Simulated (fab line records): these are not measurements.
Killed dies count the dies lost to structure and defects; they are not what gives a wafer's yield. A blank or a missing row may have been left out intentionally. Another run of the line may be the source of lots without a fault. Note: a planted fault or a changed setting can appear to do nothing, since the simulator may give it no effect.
fab line records | flow n5_finfet
record: lots: 7 | wafers: 21
route steps=1938 shown WELL_APT@21 FIN_SAQP@100 DUMMY_GATE@246 SD_EPI_P@312
start_h: start of the lot's first displayed wafer, in hours after the record's first day | wait_h: hours from the lot's prior step to this one | " same as the row above | L1.1+2: a row that stands for several wafers | - no value, or no start was given | * or withheld: withheld | < > ~ a bound
route shown NAME@n: names a module that has steps shown in the file, with the first one's number in the route | usual: mean/standard deviation of fault-free wafers | same: alike in all rows | chamber/n: place in a boat | sites: readings site by site | _std_site: their standard deviation | _edge_site: outer sites' mean less inner sites' | radius_mm: how far each site lies from the wafer's centre | mask NAME#n: copy n | behind: tool/chamber where the wafer was last shaped | hold: why the lot was held/for how many hours/how that ended | device: the transistor (n, p or np) that didn't switch | end of line: tests of these same wafers at the route's end | a step without rows: its recipe alone | killed: dies lost to structure and defects at the first sort, not the wafer's yield | map: shows each die of a wafer: x if killed, . if not, _ if none is there
set.NAME: the setting as run; set.NAME@STEP: as run at that earlier step | model.NAME: the simulator's own value behind a step, which no gauge read
lots where settings were altered on purpose, with a table for each step and a row for each wafer
== steps ==
step: N5_WELL_APT_COAT_02
recipe: spin_rpm: 1357 | resist_thk_nm: 950
lot.wafer | tool           | chamber | start_h | wait_h | set.spin_rpm | model.coat_of_WELL_APT_COAT_02.thk_nm
L076.2    | litho_track-03 | 0       | -       | -      | 1357         | 952.9
L076.3    | "              | 0       | "       | "      | 1357         | 955.3
L076.6    | "              | 0       | "       | "      | 1357         | 953.3
L077.1    | litho_track-03 | 0       | -       | -      | 1357         | 951.3
L077.3    | "              | 0       | "       | "      | 1242         | 996.7
L077.5    | "              | 0       | "       | "      | 1242         | 993.3
L089.1    | litho_track-02 | 0       | -       | -      | 1289         | 977
L089.4    | "              | 0       | "       | "      | 1357         | 952.5
L089.5    | "              | 0       | "       | "      | 1357         | 947.9
L090.2    | litho_track-05 | 0       | -       | -      | 1357         | 946.4
L090.3    | "              | 0       | "       | "      | 1357         | 947
L090.6    | "              | 0       | "       | "      | 1443         | 919
L094.1    | litho_track-03 | 0       | -       | -      | 1357         | 953.7
L094.2    | "              | 0       | "       | "      | 1270         | 981
L094.3    | "              | 0       | "       | "      | 1357         | 954.3
L095.1    | litho_track-05 | 0       | -       | -      | 1357         | 950.9
L095.2    | "              | 0       | "       | "      | 1357         | 949.9
L095.5    | "              | 0       | "       | "      | 1357         | 948.1
L097.4    | litho_track-02 | 0       | -       | -      | 1357         | 949.1
L097.5+6  | "              | 0       | "       | "      | 1357         | 948.4
step: N5_WELL_APT_PEB_06
recipe: peb_temp_c: 130 | peb_time_s: 90
lot.wafer  | tool           | chamber | start_h | wait_h | set.peb_time_s
L076.2+3+6 | litho_track-02 | 0       | 25.88   | 0.0    | 90
L077.1+5   | litho_track-05 | 0       | 31.57   | 0.1    | 90
L077.3     | "              | 0       | "       | "      | 69.75
L089.1+4+5 | litho_track-03 | 0       | 103.57  | 0.1    | 90
L090.2     | litho_track-02 | 0       | 109.69  | 0.0    | 90
L090.3+6   | "              | 0       | "       | "      | 105.9
L094.1+2+3 | litho_track-02 | 0       | 133.70  | 0.1    | 90
L095.1+5   | litho_track-03 | 0       | 139.97  | 0.1    | 78.01
L095.2     | "              | 0       | "       | "      | 90
L097.4     | litho_track-02 | 0       | 152.01  | 0.0    | 84.43
L097.5+6   | "              | 0       | "       | "      | 90
step: N5_WELL_APT_DEVELOP_07
recipe: develop_time_s: 45 | rinse_liquid: surfactant_rinse | dry: air_spin | dev_temp_c: 21
step: N5_WELL_APT_HARDBAKE_12
recipe: temp_c: 130 | time_s: 120
step: N5_WELL_APT_CD_MEAS_08
recipe: target_cd_nm: 200 | landing_energy_ev: 500 | detector: se_inlens
usual: cd_nm: 199.1/1.4
lot.wafer | tool      | chamber | start_h | wait_h | set.peb_time_s@WELL_APT_PEB_06 | cd_nm
L076.2    | cd_sem-01 | 0       | 26.00   | -      | 90                             | 201.1
L076.3    | "         | 0       | "       | "      | 90                             | 200.0
L076.6    | "         | 0       | "       | "      | 90                             | 199.2
L077.1    | cd_sem-01 | 0       | 31.68   | -      | 90                             | 199.8
L077.3    | "         | 0       | "       | "      | 69.75                          | 187.1
L077.5    | "         | 0       | "       | "      | 90                             | 197.8
L089.1    | cd_sem-03 | 0       | 103.68  | -      | 90                             | 199.7
L089.4    | "         | 0       | "       | "      | 90                             | 199.8
L089.5    | "         | 0       | "       | "      | 90                             | 200.0
L090.2    | cd_sem-01 | 0       | 109.81  | -      | 90                             | 199.2
L090.3    | "         | 0       | "       | "      | 105.9                          | 203.9
L090.6    | "         | 0       | "       | "      | 105.9                          | 205.1
L094.1    | cd_sem-03 | 0       | 133.81  | -      | 90                             | 198.8
L094.2    | "         | 0       | "       | "      | 90                             | 197.2
L094.3    | "         | 0       | "       | "      | 90                             | 195.9
L095.1    | cd_sem-03 | 0       | 140.09  | -      | 78.01                          | 193.3
L095.2    | "         | 0       | "       | "      | 90                             | 196.8
L095.5    | "         | 0       | "       | "      | 78.01                          | 191.5
L097.4    | cd_sem-03 | 0       | 152.13  | -      | 84.43                          | 195.3
L097.5    | "         | 0       | "       | "      | 90                             | 198.8
L097.6    | "         | 0       | "       | "      | 90                             | 198.6
step: N5_WELL_APT_DESCUM_13
recipe: chemistry: O2 | time_s: 7.9 | source_power_w: 50 | bias_power_w: 20 | pressure_mtorr: 20 | rf_frequency_hz: 2.712e+07 | temp_c: 40 | o2_flow_sccm: 225
lot.wafer | tool        | chamber | start_h | wait_h | set.peb_time_s@WELL_APT_PEB_06 | model.WELL_APT.cd_nm
L076.2    | rie_diel-02 | 0       | 26.08   | 0.0    | 90                             | 201.2
L076.3    | "           | 3       | "       | "      | 90                             | 200.2
L076.6    | "           | 0       | "       | "      | 90                             | 199.4
L077.1    | rie_diel-05 | 2       | 31.97   | 0.2    | 90                             | 199.9
L077.3    | "           | 3       | "       | "      | 69.75                          | 187.1
L077.5    | "           | 0       | "       | "      | 90                             | 197.8
L089.1+5  | rie_diel-05 | 1       | 103.77  | 0.0    | 90                             | 199.9
L089.4    | "           | 2       | "       | "      | 90                             | 200
L090.2    | rie_diel-02 | 2       | 109.89  | 0.0    | 90                             | 199.2
L090.3    | "           | 3       | "       | "      | 105.9                          | 203.9
L090.6    | "           | 2       | "       | "      | 105.9                          | 205.3
L094.1    | rie_diel-02 | 3       | 133.90  | 0.0    | 90                             | 199.1
L094.2    | "           | 0       | "       | "      | 90                             | 196.8
L094.3    | "           | 1       | "       | "      | 90                             | 196.1
L095.1    | rie_diel-05 | 3       | 140.18  | 0.0    | 78.01                          | 193.2
L095.2    | "           | 1       | "       | "      | 90                             | 197.3
L095.5    | "           | 3       | "       | "      | 78.01                          | 191.7
L097.4    | rie_diel-05 | 1       | 152.22  | 0.0    | 84.43                          | 195.1
L097.5+6  | "           | 3,2     | "       | "      | 90                             | 198.5
step: N5_FIN_SAQP_PECVD_06
recipe: material: a-Si | target_thk_a: 600 | temp_c: 400 | precursor: SiH4/He | pressure_torr: 3 | rf_w: 100 | time_s: 48.1
lot.wafer | tool     | chamber | start_h | wait_h | set.time_s | model.a-Si_of_FIN_SAQP_PECVD_06.thk_nm
L076.2    | pecvd-04 | 0       | 33.56   | 0.0    | 48.1       | 59.63
L076.3    | "        | 1       | "       | "      | 48.1       | 60.62
L076.6    | "        | 0       | "       | "      | 48.1       | 60.61
L077.1    | pecvd-03 | 2       | 39.76   | 0.0    | 48.1       | 60.58
L077.3    | "        | 0       | "       | "      | 52.5       | 65.65
L077.5    | "        | 0       | "       | "      | 48.1       | 60.36
L089.1    | pecvd-04 | 0       | 110.54  | 0.0    | 48.1       | 59.65
L089.4    | "        | 1       | "       | "      | 48.1       | 60.13
L089.5    | "        | 2       | "       | "      | 48.1       | 60.19
L090.2    | pecvd-02 | 2       | 116.84  | 0.0    | 46.19      | 56.88
L090.3    | "        | 0       | "       | "      | 46.19      | 56.58
L090.6    | "        | 2       | "       | "      | 48.1       | 59.44
L094.1    | pecvd-03 | 1       | 142.94  | 0.0    | 48.1       | 60.74
L094.2    | "        | 2       | "       | "      | 48.1       | 60.16
L094.3    | "        | 2       | "       | "      | 48.1       | 61.61
L095.1    | pecvd-03 | 1       | 147.72  | 0.0    | 43.66      | 55.01
L095.2    | "        | 0       | "       | "      | 43.66      | 55.05
L095.5    | "        | 0       | "       | "      | 48.1       | 61.63
L097.4    | pecvd-03 | 2       | 160.14  | 0.0    | 48.1       | 61.26
L097.5    | "        | 0       | "       | "      | 48.1       | 61.11
L097.6    | "        | 1       | "       | "      | 48.1       | 61.74
step: N5_FIN_SAQP_THK_MEAS_07
usual: thk_nm: 60.2/0.84
lot.wafer | tool          | chamber | start_h | wait_h | set.time_s@FIN_SAQP_PECVD_06 | thk_nm
L076.2    | film_metro-01 | -       | 33.68   | 0.1    | 48.1                         | 59.6
L076.3    | "             | -       | "       | "      | 48.1                         | 60.6
L076.6    | "             | -       | "       | "      | 48.1                         | 60.6
L077.1    | film_metro-01 | -       | 39.85   | 0.1    | 48.1                         | 60.6
L077.3    | "             | -       | "       | "      | 52.5                         | 65.8
L077.5    | "             | -       | "       | "      | 48.1                         | 60.4
L089.1    | film_metro-02 | -       | 110.63  | 0.1    | 48.1                         | 59.6
L089.4    | "             | -       | "       | "      | 48.1                         | 60.1
L089.5    | "             | -       | "       | "      | 48.1                         | 60.2
L090.2    | film_metro-02 | -       | 116.93  | 0.1    | 46.19                        | 56.9
L090.3    | "             | -       | "       | "      | 46.19                        | 56.5
L090.6    | "             | -       | "       | "      | 48.1                         | 59.4
L094.1    | film_metro-02 | -       | 143.06  | 0.1    | 48.1                         | 60.7
L094.2    | "             | -       | "       | "      | 48.1                         | 60.2
L094.3    | "             | -       | "       | "      | 48.1                         | 61.6
L095.1    | film_metro-02 | -       | 147.82  | 0.1    | 43.66                        | 55.0
L095.2    | "             | -       | "       | "      | 43.66                        | 55.1
L095.5    | "             | -       | "       | "      | 48.1                         | 61.6
L097.4    | film_metro-02 | -       | 160.20  | 0.0    | 48.1                         | 61.3
L097.5    | "             | -       | "       | "      | 48.1                         | 61.1
L097.6    | "             | -       | "       | "      | 48.1                         | 61.8
step: N5_FIN_SAQP_COAT_49
recipe: resist: SOC | temp_c: 250 | time_s: 60 | spin_rpm: 1500 | resist_thk_nm: 100
lot.wafer | tool           | chamber | start_h | wait_h | set.spin_rpm | model.SOC_of_FIN_SAQP_COAT_49.thk_nm
L076.2+6  | litho_track-02 | 0       | 33.79   | 0.1    | 1500         | 100
L076.3    | "              | 0       | "       | "      | 1500         | 100.5
L077.1    | litho_track-04 | 0       | 39.99   | 0.1    | 1500         | 99.9
L077.3    | "              | 0       | "       | "      | 1500         | 99.47
L077.5    | "              | 0       | "       | "      | 1500         | 99.68
L089.1    | litho_track-04 | 0       | 110.75  | 0.1    | 1579         | 96.99
L089.4    | "              | 0       | "       | "      | 1500         | 99.55
L089.5    | "              | 0       | "       | "      | 1500         | 99.53
L090.2    | litho_track-04 | 0       | 117.04  | 0.1    | 1500         | 99.84
L090.3    | "              | 0       | "       | "      | 1593         | 97.1
L090.6    | "              | 0       | "       | "      | 1593         | 96.86
L094.1    | litho_track-03 | 0       | 143.21  | 0.1    | 1579         | 98.17
L094.2    | "              | 0       | "       | "      | 1500         | 100.4
L094.3    | "              | 0       | "       | "      | 1500         | 100.2
L095.1    | litho_track-03 | 0       | 147.93  | 0.1    | 1500         | 100.3
L095.2    | "              | 0       | "       | "      | 1500         | 100
L095.5    | "              | 0       | "       | "      | 1500         | 100.2
L097.4    | litho_track-03 | 0       | 160.32  | 0.0    | 1500         | 100.5
L097.5    | "              | 0       | "       | "      | 1457         | 102
L097.6    | "              | 0       | "       | "      | 1457         | 101.8
step: N5_FIN_SAQP_COAT_50
recipe: resist: SiARC | temp_c: 220 | time_s: 60 | spin_rpm: 1500 | resist_thk_nm: 35
step: N5_FIN_SAQP_COAT_10
recipe: resist: CAR-ArF | spin_rpm: 1500 | resist_thk_nm: 90
step: N5_FIN_SAQP_DESCUM_21
recipe: chemistry: O2 | time_s: 7.9 | source_power_w: 50 | bias_power_w: 20 | pressure_mtorr: 20 | rf_frequency_hz: 2.712e+07 | temp_c: 40 | resist: CAR-ArF | o2_flow_sccm: 225
step: N5_FIN_SAQP_ETCH_51
recipe: chemistry: CF4 | target: SiARC | target_depth_a: 455 | mask_material: CAR-ArF | time_s: 75.8 | ion_energy_ev: 80 | pressure_mtorr: 40 | source_w: 545 | bias_w: 36 | Ar_flow_sccm: 100 | cf4_flow_sccm: 100 | ends: cleared
step: N5_FIN_SAQP_ETCH_52
recipe: chemistry: N2/H2 | target: SOC | target_depth_a: 1000 | overetch_a: 200 | mask_material: SiARC | temp_c: 40 | time_s: 150 | ion_energy_ev: 200 | pressure_mtorr: 30 | source_w: 840 | bias_w: 150 | n2_flow_sccm: 200 | h2_flow_sccm: 200 | ends: end_point
lot.wafer | tool        | chamber | start_h | wait_h | set.spin_rpm@FIN_SAQP_COAT_49 | model.etch.depth_nm
L076.2+6  | rie_diel-06 | 2,0     | 34.23   | 0.0    | 1500                          | 100
L076.3    | "           | 0       | "       | "      | 1500                          | 100.5
L077.1    | rie_diel-06 | 3       | 40.55   | 0.0    | 1500                          | 99.9
L077.3    | "           | 1       | "       | "      | 1500                          | 99.47
L077.5    | "           | 3       | "       | "      | 1500                          | 99.68
L089.1    | rie_diel-05 | 1       | 111.25  | 0.0    | 1579                          | 96.99
L089.4    | "           | 0       | "       | "      | 1500                          | 99.55
L089.5    | "           | 0       | "       | "      | 1500                          | 99.53
L090.2    | rie_diel-06 | 2       | 117.60  | 0.0    | 1500                          | 99.84
L090.3    | "           | 1       | "       | "      | 1593                          | 97.1
L090.6    | "           | 1       | "       | "      | 1593                          | 96.86
L094.1    | rie_diel-05 | 3       | 143.64  | 0.0    | 1579                          | 98.17
L094.2    | "           | 1       | "       | "      | 1500                          | 100.4
L094.3    | "           | 2       | "       | "      | 1500                          | 100.2
L095.1    | rie_diel-02 | 3       | 148.50  | 0.0    | 1500                          | 100.3
L095.2    | "           | 2       | "       | "      | 1500                          | 100
L095.5    | "           | 0       | "       | "      | 1500                          | 100.2
L097.4    | rie_diel-02 | 1       | 160.87  | 0.0    | 1500                          | 100.5
L097.5    | "           | 0       | "       | "      | 1457                          | 102
L097.6    | "           | 3       | "       | "      | 1457                          | 101.8
step: N5_FIN_SAQP_STRIP_53
recipe: chemistry: N2/H2 | temp_c: 40 | n2_flow_sccm: 200 | h2_flow_sccm: 200 | rf_frequency_hz: 6e+07
step: N5_FIN_SAQP_HM_OPEN_73
recipe: chemistry: CHF3/O2 | target: SiO2 | stop_on: a-Si | target_depth_a: 120 | over_etch_frac: 1.8 | mask_material: SOC | time_s: 16.8 | pressure_mtorr: 30 | source_w: 650 | bias_w: 170 | Ar_flow_sccm: 200 | CHF3_flow_sccm: 50 | O2_flow_sccm: 5 | ion_energy_ev: 200 | ends: end_point
lot.wafer | tool        | chamber | start_h | wait_h | set.time_s@FIN_SAQP_PECVD_06 | model.a-Si_of_FIN_SAQP_PECVD_06.thk_nm
L076.2    | rie_diel-06 | 2       | 34.34   | 0.0    | 48.1                         | 59.62
L076.3+6  | "           | 0       | "       | "      | 48.1                         | 60.6
L077.1    | rie_diel-06 | 3       | 40.65   | 0.0    | 48.1                         | 60.56
L077.3    | "           | 1       | "       | "      | 52.5                         | 65.65
L077.5    | "           | 3       | "       | "      | 48.1                         | 60.34
L089.1    | rie_diel-05 | 1       | 111.36  | 0.0    | 48.1                         | 59.65
L089.4    | "           | 0       | "       | "      | 48.1                         | 60.13
L089.5    | "           | 0       | "       | "      | 48.1                         | 60.19
L090.2    | rie_diel-06 | 2       | 117.71  | 0.0    | 46.19                        | 56.87
L090.3    | "           | 1       | "       | "      | 46.19                        | 56.58
L090.6    | "           | 1       | "       | "      | 48.1                         | 59.44
L094.1    | rie_diel-05 | 3       | 143.75  | 0.0    | 48.1                         | 60.72
L094.2    | "           | 1       | "       | "      | 48.1                         | 60.16
L094.3    | "           | 2       | "       | "      | 48.1                         | 61.61
L095.1+2  | rie_diel-02 | 3,2     | 148.61  | 0.0    | 43.66                        | 55.01
L095.5    | "           | 0       | "       | "      | 48.1                         | 61.63
L097.4    | rie_diel-02 | 1       | 160.98  | 0.0    | 48.1                         | 61.22
L097.5    | "           | 0       | "       | "      | 48.1                         | 61.11
L097.6    | "           | 3       | "       | "      | 48.1                         | 61.74
step: N5_FIN_SAQP_STRIP_74
recipe: chemistry: CHF3/O2 | resist: SiARC | rf_frequency_hz: 6e+07
step: N5_FIN_SAQP_MANDREL_ETCH_22
recipe: target_depth_a: 600 | chemistry: HBr/Cl2 | target: a-Si | stop_on: SiNx | bt_time_s: 10 | over_etch_frac: 0.5 | time_s: 30 | pressure_mtorr: 10 | icp_w: 800 | bias_w: 75 | HBr_flow_sccm: 150 | Cl2_flow_sccm: 80 | ends: end_point
lot.wafer | tool      | chamber | start_h | wait_h | set.time_s@FIN_SAQP_PECVD_06 | set.spin_rpm@FIN_SAQP_COAT_49 | model.etch.depth_nm | model.SOC_of_FIN_SAQP_COAT_49.thk_nm
L076.2    | rie_si-05 | 0       | 34.42   | 0.0    | 48.1                         | 1500                          | 59.62               | 75.85
L076.3    | "         | 3       | "       | "      | 48.1                         | 1500                          | 60.6                | 76.47
L076.6    | "         | 3       | "       | "      | 48.1                         | 1500                          | 60.6                | 76.12
L077.1    | rie_si-01 | 3       | 40.74   | 0.0    | 48.1                         | 1500                          | 60.56               | 75.67
L077.3    | "         | 1       | "       | "      | 52.5                         | 1500                          | 65.65               | 75.14
L077.5    | "         | 1       | "       | "      | 48.1                         | 1500                          | 60.34               | 75.27
L089.1    | rie_si-03 | 2       | 111.44  | 0.0    | 48.1                         | 1579                          | 59.65               | 73
L089.4    | "         | 0       | "       | "      | 48.1                         | 1500                          | 60.13               | 75.88
L089.5    | "         | 1       | "       | "      | 48.1                         | 1500                          | 60.19               | 75.6
L090.2    | rie_si-05 | 1       | 117.79  | 0.0    | 46.19                        | 1500                          | 56.87               | 76.21
L090.3    | "         | 0       | "       | "      | 46.19                        | 1593                          | 56.58               | 73.34
L090.6    | "         | 0       | "       | "      | 48.1                         | 1593                          | 59.44               | 73.02
L094.1    | rie_si-03 | 2       | 143.84  | 0.0    | 48.1                         | 1579                          | 60.72               | 74
L094.2    | "         | 0       | "       | "      | 48.1                         | 1500                          | 60.16               | 76.47
L094.3    | "         | 3       | "       | "      | 48.1                         | 1500                          | 61.61               | 76.31
L095.1    | rie_si-03 | 0       | 148.70  | 0.0    | 43.66                        | 1500                          | 55.01               | 76.57
L095.2    | "         | 2       | "       | "      | 43.66                        | 1500                          | 55.01               | 76.11
L095.5    | "         | 2       | "       | "      | 48.1                         | 1500                          | 61.63               | 76.27
L097.4    | rie_si-05 | 0       | 161.07  | 0.0    | 48.1                         | 1500                          | 61.22               | 76.47
L097.5    | "         | 2       | "       | "      | 48.1                         | 1457                          | 61.11               | 77.95
L097.6    | "         | 3       | "       | "      | 48.1                         | 1457                          | 61.74               | 77.8
step: N5_DUMMY_GATE_ETCH_32
recipe: chemistry: CF4 | target: SiO2 | target_depth_a: 35 | time_s: 3.9 | ion_energy_ev: 350 | pressure_mtorr: 10 | icp_w: 800 | bias_w: 400 | cf4_flow_sccm: 80
lot.wafer | tool      | chamber | start_h | wait_h | set.time_s | model.etch.depth_nm
L076.2    | rie_si-06 | 3       | 59.22   | 0.1    | 3.9        | 3.544
L076.3    | "         | 2       | "       | "      | 3.9        | 3.506
L076.6    | "         | 0       | "       | "      | 3.9        | 3.512
L077.1    | rie_si-02 | 2       | 66.33   | 0.1    | 3.9        | 3.397
L077.3    | "         | 1       | "       | "      | 4.249      | 3.823
L077.5    | "         | 1       | "       | "      | 3.9        | 3.525
L089.1+4  | rie_si-06 | 1       | 136.95  | 0.1    | 3.9        | 3.532
L089.5    | "         | 0       | "       | "      | 4.275      | 3.877
L090.2    | rie_si-06 | 1       | 141.73  | 0.1    | 4.191      | 3.813
L090.3    | "         | 3       | "       | "      | 3.9        | 3.525
L090.6    | "         | 3       | "       | "      | 4.191      | 3.82
L094.1    | rie_si-02 | 1       | 172.24  | 0.1    | 3.9        | 3.572
L094.2    | "         | 0       | "       | "      | 3.9        | 3.506
L094.3    | "         | 2       | "       | "      | 3.9        | 3.411
L095.1    | rie_si-06 | 3       | 173.46  | 0.1    | 3.9        | 3.562
L095.2    | "         | 0       | "       | "      | 3.9        | 3.516
L095.5    | "         | 3       | "       | "      | 3.9        | 3.576
L097.4    | rie_si-04 | 2       | 191.62  | 0.1    | 3.9        | 3.512
L097.5    | "         | 2       | "       | "      | 3.417      | 3.059
L097.6    | "         | 3       | "       | "      | 3.9        | 3.528
step: N5_DUMMY_GATE_ETCH_42
recipe: chemistry: CHF3/O2 | target: SiO2 | target_depth_a: 35 | time_s: 31 | ion_energy_ev: 30 | bias_w: 12 | pressure_mtorr: 30 | source_w: 600 | Ar_flow_sccm: 200 | CHF3_flow_sccm: 50 | O2_flow_sccm: 5
usual: rf_vpp_V: 42.6/1
lot.wafer | tool        | chamber | start_h | wait_h | set.bias_w | rf_vpp_V
L076.2    | rie_diel-03 | 2       | 59.52   | 0.1    | 12         | 39.9
L076.3    | "           | 0       | "       | "      | 12         | 40.3
L076.6    | "           | 2       | "       | "      | 12         | 40.2
L077.1    | rie_diel-03 | 3       | 66.69   | 0.2    | 12         | 41.8
L077.3    | "           | 1       | "       | "      | 14.15      | 47.9
L077.5    | "           | 2       | "       | "      | 14.15      | 47.3
L089.1    | rie_diel-04 | 3       | 137.31  | 0.2    | 12         | 43.3
L089.4    | "           | 2       | "       | "      | 12         | 40.7
L089.5    | "           | 1       | "       | "      | 12         | 41.8
L090.2    | rie_diel-04 | 0       | 141.98  | 0.0    | 12         | 44.1
L090.3    | "           | 2       | "       | "      | 12         | 43.1
L090.6    | "           | 1       | "       | "      | 13.74      | 46.5
L094.1    | rie_diel-03 | 2       | 172.50  | 0.0    | 12         | 42.8
L094.2    | "           | 0       | "       | "      | 12         | 41.4
L094.3    | "           | 3       | "       | "      | 9.92       | 35.8
L095.1    | rie_diel-04 | 0       | 173.74  | 0.1    | 12         | 43.6
L095.2    | "           | 2       | "       | "      | 12         | 41.8
L095.5    | "           | 3       | "       | "      | 12         | 42.1
L097.4    | rie_diel-04 | 1       | 191.89  | 0.1    | 13.25      | 44.8
L097.5    | "           | 0       | "       | "      | 13.25      | 47.1
L097.6    | "           | 2       | "       | "      | 12         | 42.2
step: N5_SD_EPI_P_ETCH_16
recipe: chemistry: CHF3/O2 | target: SiO2 | target_depth_a: 50 | mask_material: SOC | pressure_mtorr: 30 | source_w: 650 | bias_w: 170 | Ar_flow_sccm: 200 | CHF3_flow_sccm: 50 | O2_flow_sccm: 5 | ion_energy_ev: 200
lot.wafer | tool        | chamber | start_h | wait_h | set.target_depth_a | model.etch.depth_nm
L076.2    | rie_diel-01 | 2       | 66.07   | 0.1    | 50                 | 5.053
L076.3    | "           | 0       | "       | "      | 50                 | 5.019
L076.6    | "           | 3       | "       | "      | 50                 | 5.183
L077.1    | rie_diel-03 | 2       | 73.80   | 0.1    | 50                 | 5.081
L077.3    | "           | 1       | "       | "      | 50                 | 5.069
L077.5    | "           | 1       | "       | "      | 50                 | 5.062
L089.1    | rie_diel-01 | 2       | 143.66  | 0.1    | 50                 | 5.014
L089.4    | "           | 0       | "       | "      | 50                 | 5.072
L089.5    | "           | 3       | "       | "      | 50                 | 5.187
L090.2    | rie_diel-01 | 2       | 148.86  | 0.1    | 52.52              | 5.258
L090.3    | "           | 1       | "       | "      | 50                 | 5.067
L090.6    | "           | 0       | "       | "      | 50                 | 5.056
L094.1    | rie_diel-03 | 3       | 179.56  | 0.1    | 50                 | 4.997
L094.2    | "           | 0       | "       | "      | 50                 | 5.051
L094.3    | "           | 1       | "       | "      | 44.35              | 4.469
L095.1    | rie_diel-04 | 1       | 180.87  | 0.1    | 45.04              | 4.47
L095.2    | "           | 2       | "       | "      | 50                 | 4.941
L095.5    | "           | 3       | "       | "      | 50                 | 4.877
L097.4    | rie_diel-04 | 1       | 199.81  | 0.0    | 47.36              | 4.756
L097.5    | "           | 2       | "       | "      | 47.36              | 4.724
L097.6    | "           | 0       | "       | "      | 47.36              | 4.775
== key ==
split: step: N5_WELL_APT_COAT_02 | setting: spin_rpm | stated: 1357 | by: wafer
response: step: N5_WELL_APT_COAT_02 | reading: model.coat_of_WELL_APT_COAT_02.thk_nm | change: -4.79 | per: 1% | r: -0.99
split: step: N5_WELL_APT_PEB_06 | setting: peb_time_s | stated: 90 | by: wafer
response: step: N5_WELL_APT_CD_MEAS_08 | reading: cd_nm | change: +0.424 | per: 1% | r: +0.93
response: step: N5_WELL_APT_DESCUM_13 | reading: model.WELL_APT.cd_nm | change: +0.429 | per: 1% | r: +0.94
split: step: N5_FIN_SAQP_PECVD_06 | setting: time_s | stated: 48.1 | by: wafer
response: step: N5_FIN_SAQP_PECVD_06 | reading: model.a-Si_of_FIN_SAQP_PECVD_06.thk_nm | change: +0.644 | per: 1% | r: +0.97
response: step: N5_FIN_SAQP_THK_MEAS_07 | reading: thk_nm | change: * | per: 1% | r: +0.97
response: step: N5_FIN_SAQP_HM_OPEN_73 | reading: model.a-Si_of_FIN_SAQP_PECVD_06.thk_nm | change: +0.647 | per: 1% | r: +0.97
response: step: N5_FIN_SAQP_MANDREL_ETCH_22 | reading: model.etch.depth_nm | change: +0.647 | per: 1% | r: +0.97
split: step: N5_FIN_SAQP_COAT_49 | setting: spin_rpm | stated: 1500 | by: wafer
response: step: N5_FIN_SAQP_COAT_49 | reading: model.SOC_of_FIN_SAQP_COAT_49.thk_nm | change: -0.456 | per: 1% | r: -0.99
response: step: N5_FIN_SAQP_ETCH_52 | reading: model.etch.depth_nm | change: -0.456 | per: 1% | r: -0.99
response: step: N5_FIN_SAQP_MANDREL_ETCH_22 | reading: model.SOC_of_FIN_SAQP_COAT_49.thk_nm | change: -0.488 | per: 1% | r: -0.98
split: step: N5_DUMMY_GATE_ETCH_32 | setting: time_s | stated: 3.9 | by: wafer
response: step: N5_DUMMY_GATE_ETCH_32 | reading: model.etch.depth_nm | change: +0.0378 | per: 1% | r: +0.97
split: step: N5_DUMMY_GATE_ETCH_42 | setting: bias_w | stated: 12 | by: wafer
response: step: N5_DUMMY_GATE_ETCH_42 | reading: rf_vpp_V | change: +0.312 | per: 1% | r: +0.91
split: step: N5_SD_EPI_P_ETCH_16 | setting: target_depth_a | stated: 50 | by: wafer
response: step: N5_SD_EPI_P_ETCH_16 | reading: model.etch.depth_nm | change: +0.0462 | per: 1% | r: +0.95
